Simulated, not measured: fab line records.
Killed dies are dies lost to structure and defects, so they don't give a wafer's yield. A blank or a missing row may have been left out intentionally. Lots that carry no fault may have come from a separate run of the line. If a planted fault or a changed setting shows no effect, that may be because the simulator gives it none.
Chamber matching || flow nand_harc || ald_hk-02 running NHARC_A_CHANNEL_FILL_D2_ALD_25: 4 sister chambers
The step deposits SiOx, target thk 60 nm, pulse time 10 s, ald cycles 600. 4 wafers are shown with their chamber, then 11 later ones without.

== EACH WAFER AND ITS CHAMBER ==
{"wafer": "L085.3", "chamber": 0, "heater_power_w (W)": 474}
{"wafer": "L088.2", "chamber": 3, "heater_power_w (W)": 410}
{"wafer": "L093.6", "chamber": 1, "heater_power_w (W)": 367}
{"wafer": "L094.2", "chamber": 2, "heater_power_w (W)": 356}

== WAFERS MISSING THEIR CHAMBER ==
{"wafer": "L094.4", "heater_power_w (W)": 414}
{"wafer": "L094.6", "heater_power_w (W)": 377}
{"wafer": "L095.2", "heater_power_w (W)": 368}
{"wafer": "L095.4", "heater_power_w (W)": 405}
{"wafer": "L095.6", "heater_power_w (W)": 367}
{"wafer": "L097.4", "heater_power_w (W)": 370}
{"wafer": "L097.2", "heater_power_w (W)": 356}
{"wafer": "L097.6", "heater_power_w (W)": 369}
{"wafer": "L096.1", "heater_power_w (W)": 398}
{"wafer": "L096.2", "heater_power_w (W)": 369}
{"wafer": "L096.3", "heater_power_w (W)": 365}

== WHICH CHAMBER EACH ONE RAN IN ==
{"wafer": "L094.4", "from the rows above": 3, "in truth": 3}
{"wafer": "L094.6", "from the rows above": 1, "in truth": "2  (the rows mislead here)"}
{"wafer": "L095.2", "from the rows above": 1, "in truth": 1}
{"wafer": "L095.4", "from the rows above": 3, "in truth": 3}
{"wafer": "L095.6", "from the rows above": 1, "in truth": 1}
{"wafer": "L097.4", "from the rows above": 1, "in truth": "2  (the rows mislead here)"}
{"wafer": "L097.2", "from the rows above": 2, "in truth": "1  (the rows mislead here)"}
{"wafer": "L097.6", "from the rows above": 1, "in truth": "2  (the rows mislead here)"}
{"wafer": "L096.1", "from the rows above": 3, "in truth": 3}
{"wafer": "L096.2", "from the rows above": 1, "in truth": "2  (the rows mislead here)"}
{"wafer": "L096.3", "from the rows above": "can't be placed: 1 or 2", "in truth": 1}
5 of 11 placed correctly. Can't be placed from these rows: 1 (the true chamber is among the candidates in 1). Wrongly placed: 5.
How it was worked out, from the rows above alone: a wafer's distance from a chamber is the root of the sum, over the readings, of the square of ((its reading less the chamber's mean) divided by the reading's scatter). If the next closest chamber is less than 2 further off than the closest, the wafer can't be placed; otherwise it belongs to the closest. A chamber's mean is the mean of its shown wafers. The scatter (one wafer shown for each chamber): square how far every hidden wafer sits from the nearest shown wafer, average those squares and take the square root.
